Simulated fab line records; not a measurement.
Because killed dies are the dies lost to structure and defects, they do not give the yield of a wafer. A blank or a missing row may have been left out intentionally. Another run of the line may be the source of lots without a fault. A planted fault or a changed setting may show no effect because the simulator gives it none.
fab line records	flow nand_harc	part 1 of 2: steps 1 to 4 of 6
record lots=20	wafers=60	last_day=34
route steps=1302 shown A_STAIRCASE@784 A_SGD_CUT@906
lots that met no fault: from a run of the same line without faults
start_h: start of the lot's first displayed wafer, in hours after the record's first day	wait_h: how many hours have passed since the lot's step before this one	" repeats the value in the row above	L1.1+2: a row that stands for several wafers	- no value present, or no start provided	* or withheld: withheld	< > ~ a bound
route shown NAME@n: names a module that has steps shown in the file, with the first one's number in the route	usual: mean/standard deviation taken from wafers without a fault	same: alike in all rows	chamber/n: place in a boat	sites: per-site readings	_std_site: how widely they spread, as a standard deviation	_edge_site: outer sites' mean less inner sites'	radius_mm: how far each site lies from the wafer's centre	mask NAME#n: copy n	behind: tool/chamber where the wafer was last shaped	hold: cause of the lot's hold/its duration in hours/its outcome	device: which transistor (n, p or np) failed to switch	end of line: the same wafers' tests at the end of the route	where a step has no rows: the recipe by itself	killed: the dies lost at the first sort to structure and to defects; this is not the yield of the wafer	map: per-die view of a wafer (x killed, . not killed, _ where there is no die)
set.NAME: the setting the step ran with; set.NAME@STEP: the setting that earlier step ran with	model.NAME: the simulator's own value behind a step, which no gauge read
a sample of lots followed through the steps of the route, with each step as a table and each wafer as a row
services: when a tool's chamber went out of use (start_h, in hours from the record's first day, below 0 if earlier), for how many hours, and the reason
## steps
# step NHARC_A_STAIRCASE_DESCUM_270
# recipe time_s=3	o2_flow_sccm=200	ar_flow_sccm=0	bias_power_w=0	chemistry=O2
# usual drypump_motor_current_A=5.9/0.33	o2_flow_sccm=200.0/0.57	oes_product_au=1.000/0.0078	rf_vpp_V=57.8/1	showerhead_plenum_p_Torr=1.92/0.11	throttle_valve_pct=11.312/0.0093
# same bias_power_w=0	time_s=3
lot.wafer	tool	chamber	start_h	wait_h	drypump_motor_current_A	o2_flow_sccm	oes_product_au	rf_hours_counter_h	rf_vpp_V	showerhead_plenum_p_Torr	throttle_valve_pct
L076.3	rie_diel-05	0	377.38	-	6.2	200.9	0.991	46	57.6	1.99	11.301
L076.2	"	1	"	"	5.5	200.1	1.001	46	58.8	2.02	11.313
L076.6	"	2	"	"	5.3	199.4	1.002	-	58.6	1.98	11.298
L075.3	rie_diel-07	3	377.88	-	6.1	201.2	1.001	21	57.6	2.03	11.305
L075.1	"	0	"	"	6.1	200.0	1.006	26	56.8	1.77	11.309
L075.4	"	1	"	"	5.7	200.3	1.000	24	56.1	1.80	11.315
L074.3	rie_diel-07	2	385.07	-	5.9	200.3	1.007	24	57.4	1.89	11.305
L074.4	"	0	"	"	6.1	200.4	1.004	28	56.8	1.77	11.330
L074.2	"	1	"	"	5.7	200.7	1.003	26	56.5	1.80	11.324
L078.1	rie_diel-07	3	411.66	-	6.1	200.8	0.994	37	60.1	2.03	11.329
L078.4	"	3	"	"	6.1	200.3	1.000	-	58.7	2.03	11.309
L078.5	"	0	"	"	6.1	200.1	1.004	-	56.5	1.76	11.304
L077.2	rie_diel-05	2	418.00	-	5.3	199.6	1.013	0	59.3	1.98	11.324
L077.3	"	0	"	"	6.2	200.5	1.005	0	56.9	1.99	11.321
L077.6	"	2	"	"	5.3	199.1	1.016	-	57.5	1.98	11.306
L079.4	rie_diel-07	0	426.48	-	6.1	199.3	1.012	47	57.6	1.76	11.314
L079.1	"	1	"	"	5.8	199.5	0.991	34	56.3	1.80	11.320
L079.6	"	1	"	"	5.7	199.8	0.991	-	57.3	1.80	11.330
L081.2	rie_diel-05	0	449.74	-	6.2	200.5	1.013	10	57.2	1.99	11.314
L081.3	"	2	"	"	5.3	200.3	1.011	9	57.8	1.98	11.305
L081.6	"	2	"	"	5.3	200.2	1.009	-	59.6	1.98	11.322
L083.4	rie_diel-07	1	459.56	-	5.7	200.6	1.005	46	58.0	1.80	11.304
L083.3	"	3	"	"	6.1	200.3	0.993	54	57.8	2.02	11.315
L083.6	"	1	"	"	5.7	201.2	0.993	-	57.9	1.79	11.316
L082.1	rie_diel-05	3	459.72	-	5.5	200.2	1.000	12	57.2	1.88	11.305
L082.6	"	2	"	"	5.3	199.5	1.009	-	59.9	1.97	11.307
L082.5	"	3	"	"	5.5	199.4	1.005	-	56.6	1.88	11.305
L085.3	rie_diel-13	0	477.86	-	6.4	201.2	0.994	40	58.3	1.81	11.318
L085.5	"	0	"	"	6.4	201.2	0.998	-	56.3	1.81	11.314
L085.6	"	1	"	"	6.4	200.2	1.008	-	57.4	1.99	11.299
L086.2	rie_diel-07	3	498.13	-	6.2	199.3	1.001	4	57.8	2.02	11.314
L086.6	"	0	"	"	6.1	200.2	1.013	-	58.2	2.08	11.297
L086.4	"	3	"	"	6.2	199.9	0.998	-	57.5	2.02	11.319
L088.2	rie_diel-07	1	507.20	-	5.7	199.5	0.992	5	55.6	1.79	11.316
L088.3	"	3	"	"	6.2	198.9	0.985	7	57.3	2.02	11.300
L088.5	"	0	"	"	6.1	200.4	0.998	-	60.2	2.07	11.311
L089.3	rie_diel-13	1	508.94	-	6.4	200.6	1.002	49	57.7	1.98	11.308
L089.4	"	2	"	"	6.3	200.9	0.998	50	57.6	2.06	11.296
L089.2	"	3	"	"	6.0	200.4	1.003	50	57.4	1.80	11.305
L087.2	rie_diel-07	3	510.65	-	6.2	200.7	0.996	10	57.4	2.02	11.316
L087.5	"	3	"	"	6.2	199.9	0.997	-	57.0	2.02	11.315
L087.6	"	0	"	"	6.1	200.1	1.004	-	58.5	2.07	11.308
L091.2	rie_diel-07	0	521.20	-	6.1	199.1	1.005	15	57.8	2.07	11.312
L091.5	"	1	"	"	5.7	200.2	1.001	-	57.1	1.79	11.308
L091.4	"	3	"	"	6.1	200.2	1.003	-	59.1	2.01	11.311
L093.1	rie_diel-13	3	549.74	-	6.1	200.0	1.000	4	56.7	1.79	11.315
L093.2	"	0	"	"	6.4	199.2	1.011	4	58.0	1.80	11.310
L093.4	"	1	"	"	6.4	200.1	1.001	4	58.2	1.98	11.304
L094.1	rie_diel-07	1	573.72	-	5.7	199.6	0.996	35	57.3	1.78	11.303
L094.2	"	2	"	"	6.0	200.4	0.999	6	56.8	1.88	11.284
L094.4	"	3	"	"	6.1	200.1	0.991	37	59.1	2.01	11.303
L096.2	rie_diel-13	3	587.53	-	6.1	199.4	1.006	17	56.6	1.79	11.328
L096.4	"	1	"	"	6.4	200.1	0.994	17	57.6	1.97	11.314
L096.6	"	3	"	"	6.1	199.4	0.998	-	56.8	1.79	11.319
L095.4	rie_diel-13	3	591.72	-	6.1	200.0	0.991	18	58.8	1.79	11.304
L095.2	"	2	"	"	6.3	200.3	1.002	17	59.6	2.05	11.313
L095.5	"	3	"	"	6.1	199.7	0.994	-	55.7	1.79	11.311
L097.2	rie_diel-07	0	607.22	-	6.1	199.2	0.997	50	56.3	2.06	11.322
L097.4	"	3	"	"	6.1	200.4	0.987	52	57.2	2.00	11.299
L097.6	"	0	"	"	6.1	199.8	1.001	-	58.9	2.06	11.312
# step NHARC_A_STAIRCASE_HM_OPEN_460
# recipe o2_flow_sccm=400	cos_flow_sccm=20	ar_flow_sccm=0	rf_w=500	bias_w=300	chemistry=O2/COS
# usual drypump_motor_current_A=5.9/0.39	o2_flow_sccm=400.2/1.2	oes_product_au=1.001/0.0076	rf_vpp_V=468/3.2	showerhead_plenum_p_Torr=3.16/0.14	throttle_valve_pct=28.331/0.0092
lot.wafer	tool	chamber	start_h	wait_h	drypump_motor_current_A	o2_flow_sccm	oes_product_au	rf_hours_counter_h	rf_vpp_V	showerhead_plenum_p_Torr	throttle_valve_pct
L076.2	rie_diel-07	3	-	-	6.2	400.0	1.000	24	471	3.30	28.325
L076.3	"	0	"	"	6.1	397.7	1.002	29	461	2.90	28.320
L076.6	"	2	"	"	6.0	399.1	1.005	-	467	3.09	28.339
L075.3	rie_diel-05	3	-	-	5.5	400.5	0.989	50	466	3.07	28.344
L075.4	"	1	"	"	5.5	399.1	0.998	48	473	3.29	28.334
L075.1	"	2	"	"	5.3	400.3	1.011	47	470	3.23	28.331
L074.4	rie_diel-05	1	-	-	5.5	400.5	1.010	49	468	3.29	28.331
L074.3	"	3	"	"	5.5	400.4	1.007	51	467	3.07	28.342
L074.2	"	0	"	"	6.2	399.2	1.008	49	468	3.24	28.342
L078.1	rie_diel-13	0	-	-	6.5	401.3	0.994	23	463	2.97	28.328
L078.4	"	3	"	"	6.1	398.9	0.996	23	465	2.96	28.330
L078.5	"	1	"	"	6.4	401.2	1.000	-	471	3.24	28.334
L077.2	rie_diel-13	0	-	-	6.5	401.3	0.996	24	464	2.97	28.346
L077.3	"	1	"	"	6.4	401.0	0.996	22	469	3.24	28.315
L077.6	"	0	"	"	6.5	401.5	0.994	-	464	2.97	28.322
L079.1	rie_diel-13	3	433.99	-	6.1	402.2	1.010	25	464	2.95	28.324
L079.4	"	1	"	"	6.4	401.5	1.008	23	471	3.24	28.331
L079.6	"	3	"	"	6.1	399.7	0.999	-	464	2.96	28.331
L081.2	rie_diel-05	1	-	-	5.5	398.5	1.013	9	471	3.28	28.330
L081.3	"	3	"	"	5.5	401.2	1.005	11	466	3.07	28.321
L081.6	"	1	"	"	5.5	399.2	0.997	-	472	3.28	28.337
L083.3	rie_diel-05	3	-	-	5.5	400.4	0.998	13	466	3.07	28.333
L083.4	"	1	"	"	5.5	402.0	1.008	12	471	3.28	28.328
L083.6	"	0	"	"	6.2	398.8	1.008	-	471	3.23	28.341
L082.1	rie_diel-07	2	-	-	5.9	398.6	1.015	57	466	3.07	28.334
L082.6	"	2	"	"	5.9	398.8	1.007	-	467	3.07	28.344
L082.5	"	3	"	"	6.2	400.2	1.005	-	473	3.29	28.327
L085.3	rie_diel-13	1	-	-	6.4	398.9	1.001	42	470	3.23	28.327
L085.6	"	1	"	"	6.5	399.4	0.999	-	469	3.23	28.312
L085.5	"	2	"	"	6.3	401.5	0.999	-	473	3.35	28.329
L086.2	rie_diel-07	3	-	-	6.1	402.5	0.993	7	469	3.28	28.336
L086.4	"	1	"	"	5.7	401.0	0.985	-	462	2.93	28.330
L086.6	"	3	"	"	6.1	402.6	0.995	-	472	3.28	28.327
L088.2	rie_diel-07	3	-	-	6.1	402.3	1.011	12	469	3.28	28.341
L088.3	"	0	"	"	6.1	401.0	1.001	12	472	3.37	28.330
L088.5	"	3	"	"	6.2	400.7	0.997	-	471	3.28	28.332
L089.3	rie_diel-05	2	-	-	5.3	399.0	1.007	35	471	3.21	28.340
L089.2	"	3	"	"	5.5	401.7	0.999	30	466	3.06	28.332
L089.4	"	0	"	"	6.2	400.0	1.002	31	469	3.22	28.330
L087.2	rie_diel-07	0	-	-	6.1	400.0	1.004	13	472	3.37	28.338
L087.5	"	0	"	"	6.1	402.3	1.006	-	471	3.37	28.325
L087.6	"	1	"	"	5.7	399.1	0.988	-	463	2.93	28.318
L091.2	rie_diel-05	3	-	-	5.5	400.5	0.997	34	466	3.06	28.331
L091.4	"	1	"	"	5.5	400.8	1.011	39	471	3.27	28.316
L091.5	"	3	"	"	5.5	402.8	1.015	-	466	3.06	28.314
L093.1	rie_diel-05	2	-	-	5.3	399.6	0.997	48	469	3.20	28.330
L093.2	"	3	"	"	5.5	400.6	0.985	43	465	3.05	28.332
L093.4	"	0	"	"	6.2	400.4	0.996	43	470	3.21	28.331
L094.1	rie_diel-13	2	-	-	6.3	402.6	1.002	15	471	3.34	28.342
L094.2	"	3	"	"	6.1	401.5	0.999	17	464	2.93	28.326
L094.4	"	1	"	"	6.4	401.6	1.002	16	469	3.22	28.340
L096.2	rie_diel-13	1	-	-	6.4	398.0	1.017	20	468	3.21	28.327
L096.4	"	2	"	"	6.3	399.2	0.997	18	473	3.33	28.329
L096.6	"	1	"	"	6.4	397.7	0.997	-	470	3.21	28.336
L095.4	rie_diel-05	1	597.88	-	5.5	399.7	0.996	1	471	3.26	28.330
L095.2	"	3	"	"	5.5	399.0	1.000	1	466	3.04	28.334
L095.5	"	0	"	"	6.2	398.9	1.007	-	471	3.21	28.328
L097.2	rie_diel-07	1	-	-	5.7	399.9	0.998	49	464	2.91	28.334
L097.4	"	3	"	"	6.1	399.0	0.998	54	471	3.26	28.327
L097.6	"	1	"	"	5.7	399.5	0.998	-	461	2.91	28.321
# step NHARC_A_STAIRCASE_DEP_325
# recipe target_thk_a=72000	temp_c=400	target_thk_nm=7200	teos_flow_sccm=200	rf_w=500	material=SiO2
# usual heater_power_w=606/110
lot.wafer	tool	chamber	start_h	wait_h	heater_power_w
L075.3	pecvd-01	1	423.60	0.1	598
L075.1	"	2	"	"	663
L075.4	"	1	"	"	518
L076.2	pecvd-02	1	423.76	0.2	515
L076.3	"	1	"	"	479
L076.6	"	2	"	"	376
L074.2	pecvd-03	2	429.97	0.1	671
L074.3	"	1	"	"	892
L074.4	"	0	"	"	573
L078.1	pecvd-01	2	457.17	0.2	697
L078.4	"	2	"	"	553
L078.5	"	0	"	"	579
L077.2	pecvd-01	0	465.34	0.1	665
L077.3	"	1	"	"	571
L077.6	"	0	"	"	582
L079.1	pecvd-03	1	476.82	0.1	788
L079.4	"	1	"	"	793
L079.6	"	2	"	"	602
L081.2	pecvd-02	0	494.12	0.1	616
L081.3	"	2	"	"	495
L081.6	"	0	"	"	527
L082.1	pecvd-02	2	507.47	0.2	433
L082.5	"	1	"	"	470
L082.6	"	2	"	"	377
L083.3	pecvd-01	2	507.47	0.2	619
L083.4	"	2	"	"	541
L083.6	"	0	"	"	590
L085.3	pecvd-03	1	527.89	0.2	897
L085.6	"	0	"	"	547
L085.5	"	2	"	"	600
L086.2	pecvd-02	0	546.25	0.1	553
L086.6	"	1	"	"	474
L086.4	"	2	"	"	379
L088.2	pecvd-01	2	551.10	0.1	652
L088.3	"	1	"	"	686
L088.5	"	2	"	"	548
L087.2	pecvd-02	1	551.33	0.3	588
L087.5	"	2	"	"	373
L087.6	"	0	"	"	552
L089.2	pecvd-01	0	551.67	0.6	654
L089.3	"	1	"	"	676
L089.4	"	2	"	"	541
L091.2	pecvd-01	0	570.64	0.4	619
L091.4	"	1	"	"	551
L091.5	"	2	"	"	527
L093.2	pecvd-03	2	595.41	0.2	704
L093.1	"	1	"	"	927
L093.4	"	2	"	"	583
L094.2	pecvd-03	2	622.83	0.1	706
L094.1	"	0	"	"	655
L094.4	"	2	"	"	590
L095.2	pecvd-03	0	633.68	0.2	602
L095.5	"	2	"	"	591
L095.4	"	0	"	"	598
L096.2	pecvd-02	0	633.78	0.3	646
L096.6	"	1	"	"	481
L096.4	"	2	"	"	408
L097.2	pecvd-03	0	656.97	0.4	628
L097.4	"	2	"	"	597
L097.6	"	0	"	"	603
# step NHARC_A_STAIRCASE_ETCHBACK_157
# recipe target_depth_a=900	over_etch_frac=0.3	time_s=167.14	ion_energy_ev=120	ch3f_flow_sccm=50	o2_flow_sccm=30	ar_flow_sccm=200	rf_w=500	bias_w=100	chemistry=CH3F/O2
# usual ch3f_flow_sccm=49.98/0.14	drypump_motor_current_A=6.0/0.38	o2_flow_sccm=29.99/0.093	oes_product_au=0.97/0.031	rf_vpp_V=244.4/1.8	showerhead_plenum_p_Torr=2.47/0.12	throttle_valve_pct=20.664/0.0094
# same over_etch_frac=0.3	time_s=167.14
lot.wafer	tool	chamber	start_h	wait_h	ch3f_flow_sccm	drypump_motor_current_A	o2_flow_sccm	oes_product_au	rf_hours_counter_h	rf_vpp_V	showerhead_plenum_p_Torr	throttle_valve_pct
L075.3	rie_diel-13	3	440.03	0.3	50.04	6.1	29.96	0.93	27	241.6	2.32	20.655
L075.1	"	1	"	"	50.00	6.4	29.96	0.93	26	245.7	2.55	20.661
L075.4	"	2	"	"	50.12	6.3	29.91	0.93	27	247.1	2.65	20.661
L076.3	rie_diel-13	3	440.15	0.4	49.98	6.1	29.98	1.00	27	241.6	2.32	20.675
L076.2	"	1	"	"	49.85	6.4	29.95	0.99	26	244.9	2.55	20.662
L076.6	"	0	"	"	49.78	6.5	29.94	0.99	-	243.1	2.34	20.648
L074.4	rie_diel-13	3	444.65	0.2	50.01	6.1	30.00	0.94	29	243.2	2.32	20.669
L074.3	"	0	"	"	49.80	6.4	30.11	0.94	29	242.6	2.33	20.662
L074.2	"	1	"	"	49.95	6.4	30.06	0.93	28	245.7	2.55	20.671
L078.1	rie_diel-05	1	475.93	1.1	49.87	5.5	30.10	0.99	16	246.2	2.59	20.660
L078.4	"	2	"	"	49.88	5.3	30.10	0.99	18	245.6	2.53	20.670
L078.5	"	1	"	"	49.77	5.5	30.12	0.99	-	246.5	2.59	20.669
L077.2	rie_diel-13	0	481.05	0.2	50.07	6.4	29.86	1.01	42	243.6	2.33	20.665
L077.3	"	1	"	"	49.80	6.4	29.83	1.00	42	245.5	2.55	20.665
L077.6	"	2	"	"	49.99	6.3	30.24	1.00	-	248.2	2.64	20.658
L079.1	rie_diel-13	0	491.40	0.1	49.98	6.5	29.87	0.92	44	241.5	2.33	20.679
L079.4	"	2	"	"	49.81	6.2	30.11	0.95	43	246.3	2.64	20.657
L079.6	"	1	"	"	50.01	6.4	29.97	0.94	-	246.8	2.55	20.669
L081.3	rie_diel-05	3	511.21	0.2	49.99	5.5	29.88	0.97	29	242.5	2.41	20.661
L081.2	"	0	"	"	50.15	6.2	30.01	0.96	30	245.4	2.54	20.662
L081.6	"	3	"	"	50.06	5.5	29.98	0.98	-	243.6	2.41	20.656
L083.4	rie_diel-05	2	524.46	0.2	49.95	5.3	30.00	0.98	38	245.8	2.52	20.661
L083.3	"	3	"	"	50.01	5.5	29.94	0.98	34	243.2	2.40	20.654
L083.6	"	2	"	"	50.09	5.3	29.92	0.99	-	245.2	2.52	20.665
L082.1	rie_diel-05	0	524.74	0.2	49.96	6.2	29.91	1.00	36	245.2	2.54	20.662
L082.6	"	3	"	"	49.93	5.5	29.99	0.99	-	244.3	2.41	20.667
L082.5	"	0	"	"	50.05	6.2	30.10	1.01	-	246.4	2.54	20.675
L085.3	rie_diel-07	1	545.20	0.1	50.06	5.8	30.00	1.00	23	243.0	2.30	20.666
L085.5	"	1	"	"	50.00	5.7	29.99	0.99	-	242.3	2.30	20.666
L085.6	"	3	"	"	49.72	6.1	30.18	1.00	-	246.3	2.58	20.675
L086.4	rie_diel-05	2	562.43	0.2	49.79	5.3	29.93	0.94	51	244.2	2.52	20.647
L086.2	"	3	"	"	49.78	5.5	29.90	0.92	48	243.7	2.40	20.672
L086.6	"	2	"	"	50.05	5.3	30.01	0.93	-	245.9	2.52	20.652
L088.2	rie_diel-07	1	565.22	0.2	50.18	5.7	29.85	0.93	34	242.2	2.30	20.655
L088.3	"	0	"	"	50.16	6.1	30.06	0.92	36	247.8	2.65	20.652
L088.5	"	1	"	"	49.95	5.7	29.84	0.92	-	241.4	2.30	20.651
L089.4	rie_diel-13	3	565.39	0.2	50.06	6.1	29.89	0.99	13	241.5	2.31	20.668
L089.3	"	0	"	"	49.98	6.4	29.93	1.01	13	242.0	2.32	20.671
L089.2	"	2	"	"	49.98	6.2	29.99	1.00	10	246.3	2.63	20.653
L087.2	rie_diel-13	1	566.94	0.2	49.60	6.4	30.03	1.00	11	246.6	2.54	20.682
L087.5	"	3	"	"	50.03	6.1	30.20	1.01	-	241.9	2.31	20.659
L087.6	"	0	"	"	50.09	6.4	29.80	1.00	-	241.8	2.32	20.663
L091.2	rie_diel-13	0	585.14	0.2	49.77	6.5	29.93	0.93	19	241.8	2.32	20.664
L091.4	"	1	"	"	49.92	6.4	30.12	0.93	17	244.9	2.53	20.657
L091.5	"	3	"	"	50.14	6.1	29.94	0.93	-	243.5	2.31	20.656
L093.4	rie_diel-07	2	610.24	0.2	50.01	6.0	29.94	1.00	22	242.7	2.41	20.668
L093.2	"	3	"	"	49.99	6.1	29.91	0.99	53	247.6	2.57	20.657
L093.1	"	1	"	"	50.09	5.7	29.99	0.99	49	243.0	2.29	20.678
L094.4	rie_diel-05	3	637.57	0.1	49.84	5.5	30.20	1.00	14	242.3	2.39	20.661
L094.1	"	0	"	"	50.01	6.2	29.97	1.02	15	245.5	2.52	20.664
L094.2	"	1	"	"	49.98	5.5	30.04	1.00	14	246.4	2.56	20.663
L096.4	rie_diel-13	1	647.68	0.1	50.04	6.4	29.92	0.95	39	244.3	2.53	20.673
L096.2	"	0	"	"	49.83	6.4	30.15	0.97	39	242.4	2.31	20.669
L096.6	"	2	"	"	50.04	6.3	30.00	0.96	-	245.9	2.62	20.658
L095.2	rie_diel-05	1	647.98	0.2	49.92	5.5	30.00	0.93	18	244.8	2.56	20.655
L095.4	"	2	"	"	50.00	5.3	30.01	0.93	12	244.5	2.51	20.668
L095.5	"	1	"	"	49.91	5.5	30.04	0.92	-	245.1	2.56	20.656
L097.2	rie_diel-05	0	673.94	0.2	50.09	6.2	29.97	0.94	29	245.2	2.52	20.658
L097.4	"	2	"	"	50.08	5.3	29.81	0.93	20	243.2	2.51	20.652
L097.6	"	3	"	"	50.05	5.5	30.08	0.92	-	243.0	2.39	20.666
